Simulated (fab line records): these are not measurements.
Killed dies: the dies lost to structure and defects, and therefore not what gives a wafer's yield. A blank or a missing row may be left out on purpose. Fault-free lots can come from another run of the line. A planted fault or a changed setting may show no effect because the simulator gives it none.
2 desks, one fault -- flow nand-harc -- every desk sees just its own numbers, and what lay behind them comes last

== THE METROLOGY DESK ==
What the gauges read for every lot (on any tool): the sampled wafers with a number, averaged. Marked OUT: a lot whose mean sits more than 4 standard deviations from the usual mean, which makes it out of limits; the brackets give that distance.
Columns: A = cd-nm at NHARC_A_CONTACT_CD_MEAS_08, usual 99.9 nm; B = overlay-x-nm at NHARC_A_CONTACT_OVL_MEAS_09, usual 0.0 nm; C = overlay-y-nm at NHARC_A_CONTACT_OVL_MEAS_09, usual 0.1 nm
lot,first seen here,A,B,C
L682,day 17 19:39,100.1,-0.3,0.4
L684,day 18 01:38,99.4,-0.4,-1.2
L685,day 19 03:40,100.1,-1.0,-1.3
L687,day 19 11:22,100.1,0.2,0.0
L688,day 19 12:47,99.9,1.2,0.8
L689,day 19 14:59,99.3,-0.9,0.5
L692,day 21 05:05,100.7,-0.0,-0.2
L699,day 21 15:23,99.7,0.7,0.6
L695,day 22 02:01,100.4,-0.3,1.7
L700,day 22 12:43,99.7,-0.7,1.2
L703,day 22 18:53,100.2,0.3,-1.5
L702,day 22 20:10,99.2,0.0,0.8
L701,day 22 21:32,99.6,-0.1,1.2
L704,day 23 10:37,100.0,-0.9,-1.1
Finding of this desk: none of the 14 lots has anything out of limits.

== THE TOOL OWNER'S DESK: har-cap-etch-03 ==
The tool's own readings at NHARC_A_CONTACT_ETCH_134 (etches the open film in C4F8/O2/Ar, time 140 s, target depth 700 nm): means of the sampled wafers that have a number, for each lot that ran on this tool. Marked OUT: a lot whose mean sits more than 4 standard deviations from the usual mean, which makes it out of limits; the brackets give that distance.
Columns: A = chamber-pressure-mTorr at NHARC_A_CONTACT_ETCH_134, usual 20.000 mTorr; B = oes-air-line-au at NHARC_A_CONTACT_ETCH_134, usual 0.998 a.u.
lot,first seen here,A,B
L685,day 19 06:08,20.000,1.009
L688,day 19 14:07,20.005,0.977
L689,day 19 16:10,20.011,0.989
L692,day 21 06:17,19.995,0.997
L700,day 22 13:53,20.021,0.993
L702,day 22 21:29,19.992,0.978
Finding of this desk: none of the 6 lots has anything out of limits.

== BROUGHT TOGETHER ==
At the metrology desk, nothing out of limits was observed.
The tool owner's desk saw nothing out of limits.

== WHAT THE SIMULATOR HAD INSERTED ==
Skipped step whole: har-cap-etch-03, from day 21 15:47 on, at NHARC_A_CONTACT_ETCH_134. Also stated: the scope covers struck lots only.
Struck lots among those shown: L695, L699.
